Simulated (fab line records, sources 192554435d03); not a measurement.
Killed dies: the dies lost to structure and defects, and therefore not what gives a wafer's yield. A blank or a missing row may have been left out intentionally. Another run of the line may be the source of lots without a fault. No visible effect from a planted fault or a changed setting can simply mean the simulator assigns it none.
fab line records ; flow n5-finfet
record lots=4; wafers=12; last-day=18
route steps=1938 shown BEOL_M4@1099 BEOL_M5@1112 PASSIVATION@1936
lots that met no fault: from a run of the same line without faults
start-h: hours from the record's first day to the start of the lot's first wafer shown ; wait-h: hours since the lot's step before ; " the same as in the row above ; L1.1+2: a single row standing in for several wafers ; - no value present, or no start provided ; * or withheld: withheld ; < > ~ a bound
route shown NAME@n: a module of which the file shows steps, and the number in the route of the first ; usual: mean and standard deviation over wafers with no fault ; same: alike in all rows ; chamber/n: place in a boat ; sites: per-site readings ; _std_site: the values' standard deviation ; _edge_site: mean of outer sites minus mean of inner sites ; radius-mm: for every site, how far away it sits from the centre of the wafer ; mask NAME#n: copy n ; behind: the last tool/chamber to shape the wafer ; hold: why the lot was held/for how many hours/how that ended ; device: whichever transistor did not switch (one of n, p or np) ; end of line: the route-end tests of the same wafers ; a step with no rows: only its recipe ; killed: not the wafer's yield, but the dies lost to structure and defects at the first sort ; map: shows each die of a wafer: x if killed, . if not, _ if none is there
set.NAME: the setting as run; set.NAME@STEP: as run at that earlier step ; model.NAME: the simulator's own value behind a step, which no gauge read
lots at some steps of the route; a table a step, a row a wafer
services: when a tool's chamber went out of use (start-h, in hours from the record's first day, below 0 if earlier), for how many hours, and the reason
## steps
# step N5_BEOL_M4_ANNEAL_95
# recipe temp-c=400; time-s=240; ambient=vacuum
# step N5_BEOL_M4_SPUTTER_96
# recipe material=Cu; target-thk-a=45; temp-c=-20; chamber-pressure-pa=0.07; power-w=withheld; time-s=8.29
# step N5_BEOL_M4_ECD_50
# recipe material=Cu; target-thk-a=3000
# step N5_BEOL_M4_ANNEAL_51
# recipe temp-c=225; time-s=90; ambient=N2
# step N5_BEOL_M4_CMP_52
# recipe stop-on=SiOC; t-overpolish-s=6.8; down-force-psi=1; platen-rpm=50; clearing-platen-down-force-psi=1.5; clearing-platen-rpm=50; post-cmp-clean=cu-alkaline; target-thk-nm=40; clearing-platen-pad-velocity-m-s=0.99484; pad-velocity-m-s=0.99484
# step N5_BEOL_M4_PRE_CLEAN_60
# recipe gas=NH3/H2; time-s=15; temp-c=*; rf-power-w=300
# step N5_BEOL_M4_CO_CAP_55
# recipe material=Co; target-thk-a=20; temp-c=200; precursor=CCTBA/H2; pressure-torr=30; time-s=102.1
# step N5_BEOL_M4_PRE_CLEAN_56
# recipe gas=NH3; time-s=15; temp-c=withheld; rf-power-w=300
# step N5_BEOL_M4_DEP_57
# recipe material=SiCN; target-thk-a=80; temp-c=withheld; precursor=3MS/NH3; pressure-torr=3; rf-w=202; time-s=14
# step N5_BEOL_M4_RC_MEAS_101
# usual DIBL_N=35.8/2.2; DIBL_P=35.3/2.7; IOFF_N=0.16/0.043; IOFF_P=0.21/0.043; ION_N=676/15; ION_P=463/9.1; SS_N=71.4/0.77; SS_P=73.0/0.79; VT_N=250/4; VT_P=-249.8/2.8
lot.wafer;tool;chamber;start-h;wait-h;DIBL_N[mV/V];DIBL_P[mV/V];IOFF_N[nA/um];IOFF_P[nA/um];ION_N[uA/um];ION_P[uA/um];SS_N[mV/dec];SS_P[mV/dec];VT_N[mV];VT_P[mV]
L676.1;prober-02;0;245.79;0.0;31.9;29.6;0.10;0.13;664;453;70.3;71.8;257;-255.3
L676.2;prober-02;0;245.79;0.0;36.2;35.3;0.16;0.21;665;454;70.8;72.9;249;-249.0
L676.3;prober-02;0;245.79;0.0;34.7;33.4;0.15;0.18;683;462;71.4;72.4;249;-251.4
L678.2;prober-01;0;247.74;0.2;37.8;38.9;0.19;0.25;668;459;72.5;73.8;245;-245.8
L678.4;prober-01;0;247.74;0.2;34.4;35.1;0.12;0.18;680;466;72.0;73.0;251;-252.1
L678.6;prober-01;0;247.74;0.2;38.4;38.3;0.21;0.23;670;450;72.7;73.3;245;-248.7
L687.1;prober-02;0;309.59;0.0;36.3;35.4;0.18;0.20;679;457;71.3;72.6;247;-252.6
L687.2;prober-02;0;309.59;0.0;36.7;36.1;0.18;0.21;680;462;71.8;72.7;248;-250.3
L687.3;prober-02;0;309.59;0.0;35.8;34.2;0.15;0.18;686;457;71.9;72.3;254;-252.3
L688.1;prober-01;0;314.37;0.0;35.4;33.4;0.14;0.20;679;467;71.3;72.6;249;-249.0
L688.2;prober-01;0;314.37;0.0;37.6;35.1;0.19;0.23;694;465;71.8;73.4;246;-247.3
L688.4;prober-01;0;314.37;0.0;36.2;32.8;0.15;0.18;678;464;70.8;73.1;251;-250.0
# step N5_BEOL_M5_ILD_DEP_00
# recipe material=SiCOH_lowk; target-thk-a=1406.4; temp-c=300; precursor=DEMS/porogen; pressure-torr=5; rf-w=500; time-s=25.9
# step N5_BEOL_M5_CURE_79
# recipe temp-c=385; time-s=240; ambient=He/Ar; material=SiCOH_lowk
# step N5_BEOL_M5_PECVD_70
# recipe material=SiO2; target-thk-a=160; temp-c=400; precursor=TEOS/O2; pressure-torr=5.5; rf-w=450; teos-flow-sccm=53.8; gas=O2; flow-sccm=3000; time-s=18
# step N5_BEOL_M5_HM_DEP_02
# recipe material=TiN; target-thk-a=200; temp-c=25; chamber-pressure-pa=0.49996
# step N5_BEOL_M5_COAT_59
# recipe resist=SOC; temp-c=250; time-s=60; spin-rpm=1500; resist-thk-nm=60
# step N5_BEOL_M5_COAT_60
# recipe resist=SiARC; temp-c=220; time-s=60; spin-rpm=1500; resist-thk-nm=12
# step N5_BEOL_M5_COAT_71
# recipe resist=underlayer; temp-c=205; time-s=60; spin-rpm=1500; resist-thk-nm=5
# step N5_BEOL_M5_COAT_05
# recipe resist=CAR-EUV; spin-rpm=1500; resist-thk-nm=30
# step N5_BEOL_M5_EBR_07
# recipe solvent=PGMEA; ebr-width-mm=1.5
# step N5_BEOL_M5_SOFTBAKE_06
# recipe temp-c=110; time-s=60; resist=CAR-EUV
# step N5_BEOL_M5_EXPOSE_08
# recipe mask-id=M5; na=0.33; source-shape=annular; sigma-inner=0.4; sigma-outer=0.8; polarization=unpolarized; target-cd-nm=28; dose-mj=35.75
# step N5_BEOL_M5_PEB_09
# recipe peb-temp-c=100; peb-time-s=60; resist=CAR-EUV
# step N5_BEOL_M5_DEVELOP_10
# recipe develop-time-s=30; developer=TMAH; resist=CAR-EUV; rinse-liquid=surfactant-rinse; dry=air-spin; dev-temp-c=23
# step N5_BEOL_M5_DESCUM_16
# recipe chemistry=O2; time-s=7; source-power-w=50; bias-power-w=20; pressure-mtorr=20; rf-frequency-hz=2.712e+07; temp-c=40; resist=CAR-EUV; o2-flow-sccm=225
# step N5_BEOL_M5_ETCH_72
# recipe chemistry=N2/H2; target=underlayer; target-depth-a=65; mask-material=CAR-EUV; time-s=5.2; ion-energy-ev=200; pressure-mtorr=30; source-w=840; bias-w=150; n2-flow-sccm=200; h2-flow-sccm=200; ends=cleared
# step N5_BEOL_M5_ETCH_61
# recipe chemistry=CF4; target=SiARC; target-depth-a=156; mask-material=CAR-EUV; time-s=26; ion-energy-ev=80; pressure-mtorr=40; source-w=545; bias-w=36; Ar_flow_sccm=100; cf4-flow-sccm=100; ends=cleared
# step N5_BEOL_M5_ETCH_62
# recipe chemistry=N2/H2; target=SOC; target-depth-a=750; overetch-a=150; mask-material=SiARC; temp-c=40; time-s=112.5; ion-energy-ev=200; pressure-mtorr=30; source-w=840; bias-w=150; n2-flow-sccm=200; h2-flow-sccm=200
# step N5_BEOL_M5_STRIP_63
# recipe chemistry=N2/H2; temp-c=40; n2-flow-sccm=200; h2-flow-sccm=200; rf-frequency-hz=6e+07
# step N5_BEOL_M5_STRIP_73
# recipe chemistry=N2/H2; temp-c=40; n2-flow-sccm=200; h2-flow-sccm=200; rf-frequency-hz=6e+07
# step N5_BEOL_M5_STRIP_64
# recipe chemistry=CF4; resist=SiARC; power-w=300; bias-power-w=75; pressure-mtorr=50; cf4-flow-sccm=150; rf-frequency-hz=6e+07
# step N5_BEOL_M5_HM_OPEN_17
# recipe chemistry=Cl2/BCl3; target-depth-a=200; overetch-a=60; target=TiN; mask-material=SOC; ion-energy-ev=150; pressure-mtorr=10; icp-w=1000; bias-w=126; Cl2_flow_sccm=53.25; bcl3-flow-sccm=21.75; Ar_flow_sccm=25
# step N5_BEOL_M5_STRIP_19
# recipe chemistry=O2; power-w=400; temp-c=40; pressure-mtorr=30; rf-frequency-hz=6e+07; bias-power-w=0; overash-fraction=0.2; o2-flow-sccm=225
# usual bias-power-w=0/0; chamber-pressure-mTorr=30.000/0.03; drypump-motor-current-A=5.8/0.31; oes-product-au=0.78/0.08; overash-fraction=0.2/0; rf-vpp-V=3.6/0.48; showerhead-plenum-p-Torr=2.08/0.078; throttle-valve-pct=16.70/0.12
lot.wafer;tool;chamber;start-h;wait-h;bias-power-w;chamber-pressure-mTorr;drypump-motor-current-A;oes-product-au;overash-fraction;rf-hours-counter-h;rf-vpp-V;showerhead-plenum-p-Torr;throttle-valve-pct;model.SOC_of_BEOL_M5_COAT_59.thk-nm
L676.1;rie-diel-03;2;248.64;0.1;-;-;-;-;-;-;-;-;-;52.4
L676.2;rie-diel-03;0;248.64;0.1;-;-;-;-;-;-;-;-;-;52.6
L676.3;rie-diel-03;1;248.64;0.1;-;-;-;-;-;-;-;-;-;52.4
L678.2;rie-diel-06;3;251.66;0.4;-;-;-;-;-;-;-;-;-;52.2
L678.4;rie-diel-06;2;251.66;0.4;-;-;-;-;-;-;-;-;-;52.2
L678.6;rie-diel-06;2;251.66;0.4;-;-;-;-;-;-;-;-;-;52.2
L687.1;rie-diel-03;2;312.25;0.1;0;29.978;6.0;0.66;0.2;244;4.1;1.98;16.73;0
L687.2;rie-diel-03;0;312.25;0.1;0;29.997;6.4;0.84;0.2;52;3.2;2.06;16.64;0
L687.3;rie-diel-03;1;312.25;0.1;0;29.952;6.0;0.72;0.2;183;2.5;2.07;16.67;0
L688.1;rie-diel-05;3;319.02;0.1;0;30.050;6.0;0.79;0.2;106;3.9;2.12;16.92;0
L688.2;rie-diel-05;1;319.02;0.1;0;29.956;5.8;0.71;0.2;201;4.1;2.17;16.73;0
L688.4;rie-diel-05;0;319.02;0.1;0;29.985;5.5;0.89;0.2;55;4.0;2.10;16.80;0
# step N5_BEOL_M5_COAT_65
# recipe resist=SOC; temp-c=250; time-s=60; spin-rpm=1500; resist-thk-nm=60
# step N5_BEOL_M5_COAT_66
# recipe resist=SiARC; temp-c=220; time-s=60; spin-rpm=1500; resist-thk-nm=12
# step N5_BEOL_M5_ETCH_68
# recipe chemistry=N2/H2; target=SOC; target-depth-a=800; overetch-a=160; mask-material=SiARC; temp-c=40; time-s=120; ion-energy-ev=200; pressure-mtorr=30; source-w=840; bias-w=150; n2-flow-sccm=200; h2-flow-sccm=200
# usual drypump-motor-current-A=5.76/0.3; oes-product-au=0.60/0.059; rf-vpp-V=523.4/2.5; showerhead-plenum-p-Torr=2.53/0.093; throttle-valve-pct=17.87/0.19
lot.wafer;tool;chamber;start-h;wait-h;drypump-motor-current-A;oes-product-au;rf-hours-counter-h;rf-vpp-V;showerhead-plenum-p-Torr;throttle-valve-pct;model.etch.depth-nm
L676.1;rie-diel-03;3;250.17;0.0;5.70;0.74;189;519.0;2.43;18.14;93.93
L676.2;rie-diel-03;2;250.17;0.0;6.05;0.69;223;519.5;2.41;17.81;98.64
L676.3;rie-diel-03;1;250.17;0.0;5.99;0.77;162;523.7;2.55;18.00;98.46
L678.2;rie-diel-03;2;252.75;0.0;6.06;0.69;225;521.1;2.41;17.81;98.47
L678.4;rie-diel-03;0;252.75;0.0;6.41;0.86;32;523.1;2.47;17.62;92.47
L678.6;rie-diel-03;1;252.75;0.0;5.96;0.76;-;523.4;2.55;18.00;97.39
L687.1;rie-diel-06;0;313.18;0.0;5.57;0.64;78;522.9;2.46;17.70;60.23
L687.2;rie-diel-06;1;313.18;0.0;5.65;0.55;210;520.2;2.43;18.03;60.26
L687.3;rie-diel-06;2;313.18;0.0;5.33;0.68;29;527.0;2.73;17.87;60.28
L688.1;rie-diel-03;0;323.50;0.0;6.43;0.65;56;522.5;2.46;17.63;60.18
L688.2;rie-diel-03;1;323.50;0.0;5.95;0.56;186;523.6;2.54;18.00;60.19
L688.4;rie-diel-03;3;323.50;0.0;5.70;0.56;214;519.9;2.42;18.16;60.11
# step N5_PASSIVATION_PROBE_49
# usual defect-limited-yield=91.1/1.4; killed_at_M0_to_M3=34/11; killed_at_M4_up=14/5.6; killed-at-contacts=13/5.9; killed-at-front-end=40/11; killed-at-other=4/3.1; killed-dies=105/16; killed-on-rim=14/4.2; killed-open=68/11; killed-short=34/8.4; sort_bin_5_function=5.2/0.86; sort_bin_6_memory=3.2/0.7; sort_bin_8_speed=0.1/1.1; sort-n-pass=1074/21; sort-yield-pct=91.0/1.8
# same gross-dies=1180; killed-at-back-side=0; sort_bin_4_leakage[%]=0
lot.wafer;tool;chamber;start-h;wait-h;defect-limited-yield[%];killed_at_M0_to_M3;killed_at_M4_up;killed-at-contacts;killed-at-front-end;killed-at-other;killed-dies;killed-on-rim;killed-open;killed-short;sort_bin_5_function[%];sort_bin_6_memory[%];sort_bin_8_speed[%];sort-n-pass;sort-yield-pct[%]
L678.2;prober-01;-;347.43;0.1;0.1;26;1095;12;41;5;1179;152;62;35;95.8;3.9;0;1;0.1
L678.4;prober-01;-;347.53;0.2;0;36;1107;8;26;3;1180;152;56;27;96.3;3.5;0;0;0
L678.6;prober-01;-;347.63;0.3;0;38;1079;10;44;9;1180;152;70;40;95.1;4.4;0;0;0
L676.1;prober-01;-;353.65;0.0;0;30;1095;10;41;4;1180;152;58;32;96.7;3.1;0;0;0
L676.2;prober-01;-;353.70;0.1;0;29;1112;9;27;3;1180;152;50;21;95.9;3.7;0;0;0
L676.3;prober-01;-;353.75;0.1;0;27;1093;21;38;1;1180;152;65;31;95.8;3.7;0;0;0
# killed by level:class
L678.2 BEOL_M5:area-etch=1056 BEOL_M5:plasma-strip-residue=24 MOL_CONTACT_COAG:geometric-particle:open=10 BEOL_M4:geometric-particle:open=7 STI_FIN_REVEAL:geometric-particle:open=6 DUMMY_GATE:geometric-particle:open=6 BEOL_M0_SAQP:geometric-particle:short=6 BEOL_M2:geometric-particle:open=6
L678.4 BEOL_M5:area-etch=1070 BEOL_M5:plasma-strip-residue=23 MOL_CONTACT_COAG:geometric-particle:open=8 BEOL_M2:geometric-particle:open=8 BEOL_M0_SAQP:geometric-particle:short=7 DUMMY_GATE:geometric-particle:open=6 BEOL_M3:geometric-particle:open=6 BEOL_M0_SAQP:geometric-particle:open=4
L678.6 BEOL_M5:area-etch=1044 BEOL_M5:plasma-strip-residue=22 FIN_SAQP:geometric-particle:short=12 BEOL_M1:geometric-particle:open=10 MOL_CONTACT_COAG:geometric-particle:open=9 BEOL_M0_SAQP:geometric-particle:short=7 BEOL_M2:geometric-particle:open=6 STARTING-WAFER:geometric-particle:open=6
L676.1 BEOL_M5:area-etch=1070 BEOL_M5:plasma-strip-residue=20 FIN_SAQP:geometric-particle:open=13 MOL_CONTACT_COAG:geometric-particle:open=9 BEOL_M2:geometric-particle:open=9 FIN_SAQP:geometric-particle:short=6 GATE_CUT:geometric-particle:short=6 STI_FIN_REVEAL:geometric-particle:open=5
L676.2 BEOL_M5:area-etch=1082 BEOL_M5:plasma-strip-residue=27 FIN_SAQP:geometric-particle:open=11 MOL_CONTACT_COAG:geometric-particle:open=8 BEOL_M3:geometric-particle:open=7 FIN_SAQP:geometric-particle:short=5 BEOL_M0_SAQP:geometric-particle:open=4 BEOL_M0:geometric-particle:short=4
L676.3 BEOL_M5:area-etch=1057 BEOL_M5:plasma-strip-residue=27 MOL_CONTACT_COAG:geometric-particle:open=17 STI_FIN_REVEAL:geometric-particle:open=12 BEOL_M0_SAQP:geometric-particle:open=10 FIN_SAQP:geometric-particle:open=8 BEOL_M0_SAQP:geometric-particle:short=7 FIN_SAQP:geometric-particle:short=4
# map L676.1 (x killed, . not)
_________________xxxxxxxxxxxx________________
______________xxxxxxxxxxxxxxxxxx_____________
___________xxxxxxxxxxxxxxxxxxxxxxxx__________
__________xxxxxxxxxxxxxxxxxxxxxxxxxx_________
________xxxxxxxxxxxxxxxxxxxxxxxxxxxxxx_______
_______xxxxxxxxxxxxxxxxxxxxxxxxxxxxxxxx______
______xxxxxxxxxxxxxxxxxxxxxxxxxxxxxxxxxx_____
_____xxxxxxxxxxxxxxxxxxxxxxxxxxxxxxxxxxxx____
____xxxxxxxxxxxxxxxxxxxxxxxxxxxxxxxxxxxxxx___
___xxxxxxxxxxxxxxxxxxxxxxxxxxxxxxxxxxxxxxxx__
___xxxxxxxxxxxxxxxxxxxxxxxxxxxxxxxxxxxxxxxx__
__xxxxxxxxxxxxxxxxxxxxxxxxxxxxxxxxxxxxxxxxxx_
__xxxxxxxxxxxxxxxxxxxxxxxxxxxxxxxxxxxxxxxxxx_
_xxxxxxxxxxxxxxxxxxxxxxxxxxxxxxxxxxxxxxxxxxxx
_xxxxxxxxxxxxxxxxxxxxxxxxxxxxxxxxxxxxxxxxxxxx
_xxxxxxxxxxxxxxxxxxxxxxxxxxxxxxxxxxxxxxxxxxxx
_xxxxxxxxxxxxxxxxxxxxxxxxxxxxxxxxxxxxxxxxxxxx
_xxxxxxxxxxxxxxxxxxxxxxxxxxxxxxxxxxxxxxxxxxxx
_xxxxxxxxxxxxxxxxxxxxxxxxxxxxxxxxxxxxxxxxxxxx
_xxxxxxxxxxxxxxxxxxxxxxxxxxxxxxxxxxxxxxxxxxxx
_xxxxxxxxxxxxxxxxxxxxxxxxxxxxxxxxxxxxxxxxxxxx
__xxxxxxxxxxxxxxxxxxxxxxxxxxxxxxxxxxxxxxxxxx_
__xxxxxxxxxxxxxxxxxxxxxxxxxxxxxxxxxxxxxxxxxx_
___xxxxxxxxxxxxxxxxxxxxxxxxxxxxxxxxxxxxxxxx__
___xxxxxxxxxxxxxxxxxxxxxxxxxxxxxxxxxxxxxxxx__
____xxxxxxxxxxxxxxxxxxxxxxxxxxxxxxxxxxxxxx___
_____xxxxxxxxxxxxxxxxxxxxxxxxxxxxxxxxxxxx____
______xxxxxxxxxxxxxxxxxxxxxxxxxxxxxxxxxx_____
_______xxxxxxxxxxxxxxxxxxxxxxxxxxxxxxxx______
________xxxxxxxxxxxxxxxxxxxxxxxxxxxxxx_______
__________xxxxxxxxxxxxxxxxxxxxxxxxxx_________
___________xxxxxxxxxxxxxxxxxxxxxxxx__________
______________xxxxxxxxxxxxxxxxxx_____________
_________________xxxxxxxxxxxx________________
# map L678.4 (x killed, . not)
_________________xxxxxxxxxxxx________________
______________xxxxxxxxxxxxxxxxxx_____________
___________xxxxxxxxxxxxxxxxxxxxxxxx__________
__________xxxxxxxxxxxxxxxxxxxxxxxxxx_________
________xxxxxxxxxxxxxxxxxxxxxxxxxxxxxx_______
_______xxxxxxxxxxxxxxxxxxxxxxxxxxxxxxxx______
______xxxxxxxxxxxxxxxxxxxxxxxxxxxxxxxxxx_____
_____xxxxxxxxxxxxxxxxxxxxxxxxxxxxxxxxxxxx____
____xxxxxxxxxxxxxxxxxxxxxxxxxxxxxxxxxxxxxx___
___xxxxxxxxxxxxxxxxxxxxxxxxxxxxxxxxxxxxxxxx__
___xxxxxxxxxxxxxxxxxxxxxxxxxxxxxxxxxxxxxxxx__
__xxxxxxxxxxxxxxxxxxxxxxxxxxxxxxxxxxxxxxxxxx_
__xxxxxxxxxxxxxxxxxxxxxxxxxxxxxxxxxxxxxxxxxx_
_xxxxxxxxxxxxxxxxxxxxxxxxxxxxxxxxxxxxxxxxxxxx
_xxxxxxxxxxxxxxxxxxxxxxxxxxxxxxxxxxxxxxxxxxxx
_xxxxxxxxxxxxxxxxxxxxxxxxxxxxxxxxxxxxxxxxxxxx
_xxxxxxxxxxxxxxxxxxxxxxxxxxxxxxxxxxxxxxxxxxxx
_xxxxxxxxxxxxxxxxxxxxxxxxxxxxxxxxxxxxxxxxxxxx
_xxxxxxxxxxxxxxxxxxxxxxxxxxxxxxxxxxxxxxxxxxxx
_xxxxxxxxxxxxxxxxxxxxxxxxxxxxxxxxxxxxxxxxxxxx
_xxxxxxxxxxxxxxxxxxxxxxxxxxxxxxxxxxxxxxxxxxxx
__xxxxxxxxxxxxxxxxxxxxxxxxxxxxxxxxxxxxxxxxxx_
__xxxxxxxxxxxxxxxxxxxxxxxxxxxxxxxxxxxxxxxxxx_
___xxxxxxxxxxxxxxxxxxxxxxxxxxxxxxxxxxxxxxxx__
___xxxxxxxxxxxxxxxxxxxxxxxxxxxxxxxxxxxxxxxx__
____xxxxxxxxxxxxxxxxxxxxxxxxxxxxxxxxxxxxxx___
_____xxxxxxxxxxxxxxxxxxxxxxxxxxxxxxxxxxxx____
______xxxxxxxxxxxxxxxxxxxxxxxxxxxxxxxxxx_____
_______xxxxxxxxxxxxxxxxxxxxxxxxxxxxxxxx______
________xxxxxxxxxxxxxxxxxxxxxxxxxxxxxx_______
__________xxxxxxxxxxxxxxxxxxxxxxxxxx_________
___________xxxxxxxxxxxxxxxxxxxxxxxx__________
______________xxxxxxxxxxxxxxxxxx_____________
_________________xxxxxxxxxxxx________________
## services
tool;chamber;start-h;hours;kind
rie-diel-05;3;228.51;2.4;repair
rie-diel-06;2;235.86;5.7;repair
rie-diel-05;-;249.68;4.3;pm
rie-diel-05;-;290.91;0.9;repair
## key
first-sign step=N5_BEOL_M5_STRIP_19; reading=tool-record; direction=missing
effect step=N5_BEOL_M5_ETCH_68; reading=oes-product-au; direction=up; sigmas=2.6; usual=0.60; struck=0.75
effect step=N5_PASSIVATION_PROBE_49; reading=killed_at_M4_up; direction=up; sigmas=99+; usual=14; struck=1097
model-effect step=N5_BEOL_M5_STRIP_19; value=SOC_of_BEOL_M5_COAT_59.thk-nm; without=0; struck=52.33
model-effect step=N5_BEOL_M5_ETCH_68; value=etch.depth-nm; without=60.04; struck=96.56
more-kills-born-at N5_BEOL_M5_ETCH_68@rie-diel-03=6379
met-at N5_BEOL_M5_STRIP_19
struck-wafers L676.1,L676.2,L676.3,L678.2,L678.4,L678.6
later-rows-left-out L676.1,L676.2,L676.3,L678.2,L678.4,L678.6
fault kind=skipped-step-whole; tool=rie-diel-03,rie-diel-06; chamber=-; onset-h=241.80; steps=N5_BEOL_M5_STRIP_19; scope=struck-lots-only
# later-rows-left-out: the simulator's readings of these wafers behind a module that went badly wrong aren't trusted and aren't shown, but for the sort
